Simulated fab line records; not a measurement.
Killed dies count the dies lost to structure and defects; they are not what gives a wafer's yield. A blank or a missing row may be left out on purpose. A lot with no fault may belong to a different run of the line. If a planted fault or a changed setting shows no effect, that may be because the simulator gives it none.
A struck lot beside a sound one ; flow n5_finfet ; 17 out of 1938 route steps
Sound: the wafers L767.2, L767.4, L767.5. Struck: wafer L773.3; the same lot's L773.5 was not struck, so it is left out; see the end for the cause.
For every step that has rows: the tool of each side, followed by ch and its chambers, followed by its first start. Under that, the readings that differ: sound wafers ; struck wafers ; difference of the means ; sigmas: that difference in standard deviations of wafers without a fault.
alike: a reading whose means differ by less than 2 such deviations, as well as words and numbers matching on both sides. not compared: withheld readings; readings where some wafer has no value; bounds like >300 that might hide an equal value; numbers whose values overlap and for which the record gives no deviation.
A row with sigmas, a row that says differs or no value, or rows on one side alone: a step with any of these is where the two part. Numbers that have no deviation but don't overlap get no sigmas and don't part them. Lack of a reading on every wafer of one side parts them only where that side has two or more wafers.

N5_MOL_CONTACT_COAG_INSPECT_42: inspects for defects (brightfield).
  struck on defect_inspect-01, day 9 06:26; sound on defect_inspect-02, day 7 14:51
  alike: raw_defect_count
then, 1 step without rows for these wafers: N5_MOL_CONTACT_COAG_DESCUM_45 (chemistry O2, time 7 s).
N5_MOL_CONTACT_COAG_ETCH_65: etches underlayer in N2/H2, target depth 13 nm, time 10.4 s.
  sound on rie_diel-03 ch 0,1,2, day 7 14:55; struck on rie_diel-05 ch 3, day 9 06:31
reading;sound;struck;difference;sigmas
etch_rf_on_time_s (s);10.87 10.74 10.44;10.23;-0.45;-2
  alike: drypump_motor_current_A, oes_product_au, rf_vpp_V, showerhead_plenum_p_Torr, throttle_valve_pct
  not compared: rf_hours_counter_h
N5_MOL_CONTACT_COAG_ETCH_66: etches SiARC in CF4, target depth 13 nm, time 21.7 s.
  sound on rie_diel-03 ch 0,1,2, day 7 14:56; struck on rie_diel-05 ch 3, day 9 06:32
  alike: drypump_motor_current_A, etch_rf_on_time_s, mfc_ar_sccm, oes_product_au, rf_vpp_V, showerhead_plenum_p_Torr, throttle_valve_pct
  not compared: rf_hours_counter_h
then, 2 steps without rows for these wafers: N5_MOL_CONTACT_COAG_ALD_133 (deposits SiO2, target thk 5 nm, pulse time 1 s, co reactant pulse time 1 s); N5_MOL_CONTACT_COAG_ETCHBACK_134 (etches SiO2 in CHF3, target depth 10 nm, time 6.7 s).
N5_MOL_CONTACT_COAG_ETCH_67: etches SOC in N2/H2, target depth 60 nm, overetch 21 nm, time 101.2 s.
  sound on rie_diel-05 ch 1,2, day 7 15:14; struck on rie_diel-05 ch 1, day 9 06:49
reading;sound;struck;difference;sigmas
showerhead_plenum_p_Torr (Torr);2.73 2.42 2.73;2.41;-0.22;-2
  alike: drypump_motor_current_A, oes_product_au, rf_vpp_V, throttle_valve_pct
  not compared: rf_hours_counter_h
then, 2 steps without rows for these wafers: N5_MOL_CONTACT_COAG_STRIP_68 (strips in N2/H2); N5_MOL_CONTACT_COAG_STRIP_69 (strips in N2/H2).
N5_MOL_CONTACT_COAG_ETCHBACK_136: etches SiO2 in CHF3, target depth 25 nm, time 16.7 s.
  sound on rie_diel-05 ch 1,2, day 7 15:19; struck on rie_diel-05 ch 1, day 9 06:55
reading;sound;struck;difference;sigmas
showerhead_plenum_p_Torr (Torr);2.55 2.26 2.55;2.26;-0.19;-2
  alike: drypump_motor_current_A, mfc_ar_sccm, oes_product_au, rf_vpp_V, throttle_valve_pct
  not compared: rf_hours_counter_h
then, 1 step without rows for these wafers: N5_MOL_CONTACT_COAG_STRIP_120 (strips in CHF3).
N5_MOL_CONTACT_COAG_VIA_ETCH_117: etches SiO2 in C4F6/O2, target depth 40 nm, overetch 8 nm, time 26 s.
  sound on rie_diel-05 ch 1,2, day 7 15:22; struck on rie_diel-05 ch 1, day 9 06:57
reading;sound;struck;difference;sigmas
showerhead_plenum_p_Torr (Torr);3.04 2.70 3.04;2.69;-0.24;-2
  alike: O2_flow_sccm, drypump_motor_current_A, mfc_ar_sccm, oes_product_au, rf_vpp_V, throttle_valve_pct
  not compared: rf_hours_counter_h
N5_MOL_CONTACT_COAG_ETCH_124: etches SiNx in CH3F/O2, stops on SiOC, target depth 6.5 nm.
  sound on rie_diel-05 ch 1,2, day 7 15:23; struck on rie_diel-05 ch 1, day 9 06:59
reading;sound;struck;difference;sigmas
oes_product_au (a.u.);0.79 0.61 0.79;0.55;-0.18;-2
showerhead_plenum_p_Torr (Torr);2.14 1.90 2.14;1.89;-0.17;-2
model.SOC_of_MOL_CONTACT_COAG_COAT_62.thk_nm (nm);48.6 48.8 48.8;49.8;+1.1;
model.etch.depth_nm (nm);4.977 5.004 4.969;4.297;-0.686;
  alike: O2_flow_sccm, drypump_motor_current_A, mfc_ar_sccm, rf_vpp_V, throttle_valve_pct
  not compared: rf_hours_counter_h
N5_MOL_CONTACT_COAG_ETCH_48: etches SiOC in C4F6/O2, target depth 15 nm, overetch 4.5 nm, time 17 s.
  sound on rie_diel-05 ch 1,2, day 7 15:26; struck on rie_diel-05 ch 1, day 9 07:01
reading;sound;struck;difference;sigmas
mfc_ar_sccm (sccm);300.0 300.1 300.2;298.0;-2.1;-2
showerhead_plenum_p_Torr (Torr);3.04 2.70 3.04;2.69;-0.24;-2
model.SOC_of_MOL_CONTACT_COAG_COAT_62.thk_nm (nm);46 46.2 46.2;47.2;+1.1;
  alike: O2_flow_sccm, drypump_motor_current_A, oes_product_au, rf_vpp_V, throttle_valve_pct
  not compared: rf_hours_counter_h
then, 1 step without rows for these wafers: N5_MOL_CONTACT_COAG_STRIP_72 (strips in N2/H2).
-- a jump in the record: the struck wafers' starts before and after are 3 days apart (it breaks off in module MOL_CONTACT_COAG and resumes in module BEOL_M4, where the first step shown is number 1111 of the route) --
N5_BEOL_M4_RC_MEAS_101:
  sound on prober-01 ch 0, day 10 20:49; struck on prober-01 ch 0, day 12 07:46
  alike: DIBL_N, DIBL_P, IOFF_N, IOFF_P, ION_N, ION_P, SS_N, SS_P, VT_N, VT_P
-- here the record skips 5 days between the struck wafers' starts before and after, leaving off in module BEOL_M4 and picking up in module PASSIVATION (first step shown: number 1936 of the route) --
N5_PASSIVATION_PROBE_49:
  struck on prober-02, day 16 20:45; sound on prober-01, day 15 01:33
reading;sound;struck;difference;sigmas
defect_limited_yield (%);92.3 91.4 94.3;89.2;-3.5;-2
killed_at_other;1 6 2;12;+9;+3
killed_dies;91 102 67;127;+40;+2
killed_on_rim;10 14 10;22;+11;+3
sort_bin_5_function (%);4.5 4.7 3.0;6.8;+2.7;+2
sort_n_pass;1089 1078 1113;1053;-40;-2
sort_yield_pct (%);92.3 91.4 94.3;89.2;-3.5;-2
  alike: killed_at_M0_to_M3, killed_at_M4_up, killed_at_contacts, killed_at_front_end, killed_open, killed_short, sort_bin_6_memory

== WHERE THEY PART ==
Earliest at N5_MOL_CONTACT_COAG_ETCH_65; latest, in this record, at N5_PASSIVATION_PROBE_49.

WHY: what the simulator had put in
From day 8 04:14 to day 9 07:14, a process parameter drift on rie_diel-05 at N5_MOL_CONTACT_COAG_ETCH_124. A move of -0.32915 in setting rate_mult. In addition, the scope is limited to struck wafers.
